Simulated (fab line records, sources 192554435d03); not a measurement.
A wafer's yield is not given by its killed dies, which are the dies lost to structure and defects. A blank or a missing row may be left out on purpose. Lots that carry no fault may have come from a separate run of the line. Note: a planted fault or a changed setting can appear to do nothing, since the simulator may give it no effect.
Matching of chambers | flow n5_finfet | N5_BEOL_M6_CMP_52 on cmp-04: 4 sister chambers
The step polishes, stops on SiCOH lowk, t overpolish 6.9 s, target thk 80 nm. 4 wafers are shown with their chamber, then 11 later ones without.

== EACH WAFER AND ITS CHAMBER ==
wafer  | chamber | time_to_endpoint_s (s)
L084.5 | 2       | 64
L084.6 | 3       | 56
L085.1 | 0       | 64
L090.4 | 1       | 63

== WAFERS MISSING THEIR CHAMBER ==
wafer  | time_to_endpoint_s (s)
L090.5 | 64
L090.6 | 63
L092.1 | 55
L092.2 | 58
L092.5 | 65
L094.2 | 62
L094.3 | 54
L094.4 | 60
L096.1 | 60
L096.3 | 66
L096.5 | 62

== WHICH CHAMBER EACH WENT THROUGH ==
wafer  | from the rows above               | in truth
L090.5 | can't be placed: 0 or 2 or 1      | 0
L090.6 | can't be placed: 1 or 0 or 2      | 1
L092.1 | 3                                 | 3
L092.2 | can't be placed: 3 or 1           | 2
L092.5 | can't be placed: 0 or 2 or 1      | 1
L094.2 | can't be placed: 1 or 0 or 2      | 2
L094.3 | 3                                 | 3
L094.4 | can't be placed: 1 or 0 or 2 or 3 | 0
L096.1 | can't be placed: 1 or 0 or 2 or 3 | 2
L096.3 | can't be placed: 0 or 2 or 1      | 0
L096.5 | can't be placed: 1 or 0 or 2      | 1
Correct placement for 2 of the 11. Unplaceable from these rows: 9, with the true chamber sitting among the candidates in 8. 0 placed wrongly.
How it was worked out, from the rows above alone: a wafer's distance from a chamber is the root of the sum, over the readings, of the square of ((its reading less the chamber's mean) divided by the reading's scatter). If the next closest chamber is less than 2 further off than the closest, the wafer can't be placed; otherwise it belongs to the closest. Each chamber's mean is taken over the wafers shown for it. The scatter: root of mean squared gap, hidden wafer to nearest shown wafer, with one shown wafer a chamber.
